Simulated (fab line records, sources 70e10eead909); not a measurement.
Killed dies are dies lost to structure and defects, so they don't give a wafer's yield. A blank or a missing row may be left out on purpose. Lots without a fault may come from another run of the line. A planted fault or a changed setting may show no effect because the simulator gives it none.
Which tool did it? | flow nand_harc | 12 lots, 36 wafers sampled, at 6 steps of a route of 1302

WHAT THE GAUGES READ, wafer by wafer
NHARC_A_M0_CD_MEAS_09: target cd 80 nm.
lot  | measured     | on        | cd_nm (nm)
L946 | day 23 04:45 | cd_sem-03 | 80.1 81.0 79.9
L947 | day 23 06:34 | cd_sem-03 | 81.4 79.9 80.3
L949 | day 23 14:51 | cd_sem-01 | 79.9 79.7 79.9
L951 | day 24 11:10 | cd_sem-03 | 80.4 80.8 80.8
L950 | day 24 13:07 | cd_sem-02 | 79.4 79.4 80.6
L952 | day 25 02:31 | cd_sem-01 | 79.7 80.0 81.0
L953 | day 25 05:40 | cd_sem-03 | 79.7 79.3 80.1
L954 | day 26 14:44 | cd_sem-01 | 80.6 80.5 79.6
L955 | day 26 20:28 | cd_sem-03 | 80.2 79.7 80.5
L963 | day 30 05:46 | cd_sem-02 | 82.7 82.3 83.3
L965 | day 30 09:28 | cd_sem-02 | 83.0 82.8 83.1
L968 | day 32 01:43 | cd_sem-02 | 80.2 79.8 80.2

NHARC_A_M0_INSPECT_11.
lot  | measured     | on                | raw_defect_count
L946 | day 23 04:53 | defect_inspect-01 | 99 133 119
L947 | day 23 06:41 | defect_inspect-02 | 18 19 16
L949 | day 23 14:58 | defect_inspect-01 | 54 65 62
L951 | day 24 11:17 | defect_inspect-01 | 125 128 116
L950 | day 24 13:14 | defect_inspect-01 | 56 55 71
L952 | day 25 02:38 | defect_inspect-01 | 105 131 125
L953 | day 25 05:47 | defect_inspect-02 | 91 87 77
L954 | day 26 14:52 | defect_inspect-02 | 119 137 149
L955 | day 26 20:35 | defect_inspect-01 | 29 39 27
L963 | day 30 05:53 | defect_inspect-02 | 101 100 113
L965 | day 30 09:35 | defect_inspect-01 | 33 23 43
L968 | day 32 01:50 | defect_inspect-02 | 116 111 122

NHARC_END_SORT_01.
lot  | measured     | on        | defect_limited_yield (%) | killed_at_array | killed_at_other | killed_at_periphery | killed_dies | killed_open | killed_short
L954 | day 28 06:34 | prober-01 | 86.9 85.8 88.0           | 86 91 74        | 1 3 1           | 2 2 6               | 89 96 81    | 6 9 3       | 3 2 3

WHICH TOOL RAN EACH LOT (tool, then ch and the chambers of the sampled wafers, then the start)
lot  | NHARC_A_BLC_STRIP_29               | NHARC_A_BLC_DEGAS_30         | NHARC_A_M0_PEB_07
L946 | rie_diel-06 ch 0,2, day 23 01:56   | pvd_sputter-03, day 23 02:28 | litho_track-01 ch 0, day 23 04:40
L947 | rie_diel-06 ch 0,1,2, day 23 03:40 | pvd_sputter-02, day 23 04:11 | litho_track-01 ch 0, day 23 06:29
L949 | rie_diel-06 ch 1,2, day 23 11:32   | pvd_sputter-01, day 23 12:03 | litho_track-04 ch 0, day 23 14:46
L951 | rie_diel-07 ch 0,2, day 24 07:56   | pvd_sputter-03, day 24 08:28 | litho_track-01 ch 0, day 24 11:05
L950 | rie_diel-07 ch 0,3, day 24 09:53   | pvd_sputter-03, day 24 10:25 | litho_track-06 ch 0, day 24 13:02
L952 | rie_diel-07 ch 0,1,2, day 24 23:44 | pvd_sputter-01, day 25 00:16 | litho_track-06 ch 0, day 25 02:26
L953 | rie_diel-06 ch 0,1,3, day 25 02:53 | pvd_sputter-02, day 25 03:24 | litho_track-01 ch 0, day 25 05:35
L954 | rie_diel-06 ch 0,2, day 26 11:54   | pvd_sputter-01, day 26 12:28 | litho_track-01 ch 0, day 26 14:40
L955 | rie_diel-07 ch 0,1, day 26 17:45   | pvd_sputter-03, day 26 18:16 | litho_track-04 ch 0, day 26 20:23
L963 | rie_diel-06 ch 0,3, day 30 02:59   | pvd_sputter-01, day 30 03:30 | litho_track-04 ch 0, day 30 05:41
L965 | rie_diel-07 ch 0,1,3, day 30 06:39 | pvd_sputter-03, day 30 07:09 | litho_track-04 ch 0, day 30 09:23
L968 | rie_diel-06 ch 0,2,3, day 31 22:53 | pvd_sputter-03, day 31 23:25 | litho_track-06 ch 0, day 32 01:38
- NHARC_A_BLC_STRIP_29: strips in CF4.
- NHARC_A_BLC_DEGAS_30: time 60 s.
- NHARC_A_M0_PEB_07: peb time 65 s.

WHAT THE TOOLS THEMSELVES READ (means of the sampled wafers that have a number; where no wafer has one, the mark that the record gives instead)
NHARC_A_BLC_STRIP_29.
lot  | tool        | drypump_motor_current_A (A) | oes_product_au (a.u.) | rf_vpp_V (V) | showerhead_plenum_p_Torr (Torr) | throttle_valve_pct (%)
L946 | rie_diel-06 | 5.9                         | 0.989                 | 59.4         | 1.85                            | 13.283
L947 | rie_diel-06 | 5.5                         | 0.994                 | 58.9         | 1.79                            | 13.285
L949 | rie_diel-06 | 5.2                         | 0.996                 | 58.4         | 1.72                            | 13.278
L951 | rie_diel-07 | 6.0                         | 0.979                 | 58.9         | 1.70                            | 13.285
L950 | rie_diel-07 | 5.3                         | 1.002                 | 58.6         | 1.69                            | 13.288
L952 | rie_diel-07 | 6.1                         | 0.992                 | 59.8         | 1.73                            | 13.292
L953 | rie_diel-06 | 5.5                         | 1.000                 | 59.0         | 1.82                            | 13.279
L954 | rie_diel-06 | 5.8                         | 0.989                 | 59.8         | 1.82                            | 13.282
L955 | rie_diel-07 | 6.1                         | 0.999                 | 59.1         | 1.75                            | 13.288
L963 | rie_diel-06 | 5.9                         | 0.984                 | 59.7         | 1.89                            | 13.283
L965 | rie_diel-07 | 5.7                         | 1.008                 | 59.2         | 1.73                            | 13.283
L968 | rie_diel-06 | 5.8                         | 0.985                 | 59.6         | 1.85                            | 13.279

NHARC_A_BLC_DEGAS_30.
lot  | tool           | heater_power_w (W)
L946 | pvd_sputter-03 | 466
L947 | pvd_sputter-02 | 438
L949 | pvd_sputter-01 | 566
L951 | pvd_sputter-03 | 450
L950 | pvd_sputter-03 | 460
L952 | pvd_sputter-01 | 550
L953 | pvd_sputter-02 | 450
L954 | pvd_sputter-01 | 519
L955 | pvd_sputter-03 | 433
L963 | pvd_sputter-01 | 510
L965 | pvd_sputter-03 | 437
L968 | pvd_sputter-03 | 455

NHARC_A_M0_PEB_07.
lot  | tool           | exhaust_pa (Pa) | plate_temp_C (C)
L946 | litho_track-01 | 45.7            | 99.91
L947 | litho_track-01 | 45.6            | 99.95
L949 | litho_track-04 | 44.3            | 99.91
L951 | litho_track-01 | 45.1            | 99.93
L950 | litho_track-06 | 44.8            | 100.03
L952 | litho_track-06 | 45.6            | 100.17
L953 | litho_track-01 | 46.0            | 99.94
L954 | litho_track-01 | 45.2            | 100.05
L955 | litho_track-04 | 44.2            | 100.01
L963 | litho_track-04 | 43.9            | 99.98
L965 | litho_track-04 | 43.9            | 100.03
L968 | litho_track-06 | 46.3            | 99.88

THE ANSWER, worked out from the rows above alone
Rule: what is usual is taken from the lots themselves. Put in order of their means at a reading, lots are off if they are a third of the lots or fewer, leave a main group of 4 or more, and stand apart from it by a gap of 3 or more times the standard deviation of the main group's means; of several such gaps the widest counts. A main group whose means are all the same, to the digits that the tables above print for the reading, isn't used. A lot without any number at a reading at which 4 lots or more have one is off too. The other lots that the step has rows for count as sound. The gauges are gone through in route order, then the tools' own readings, and for those a lot's mean is taken as printed above. The first step at which some lot is off is used, and at that step the reading that is off furthest; a lot without a number counts as furthest.
Off: L963, L965, at NHARC_A_M0_CD_MEAS_09 (cd_nm). The main group: mean 80.2 nm, standard deviation 0.3.
A tool fits if, at a process step before that reading, it ran every lot that is off, and no sound lot after the first of them. The gauges at NHARC_A_M0_CD_MEAS_09 are tried like those tools. One fits: litho_track-04 at NHARC_A_M0_PEB_07. Its last sound lot is L955 (day 26 20:23), its first lot that is off L963 (day 30 05:41): a fault that began between those two fits.

WHAT THE SIMULATOR HAD PUT IN
Process parameter drift: litho_track-04, from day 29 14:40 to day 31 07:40, at NHARC_A_M0_PEB_07. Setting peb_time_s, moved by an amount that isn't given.
Lots struck among those shown: L963, L965. The rule above found the same.
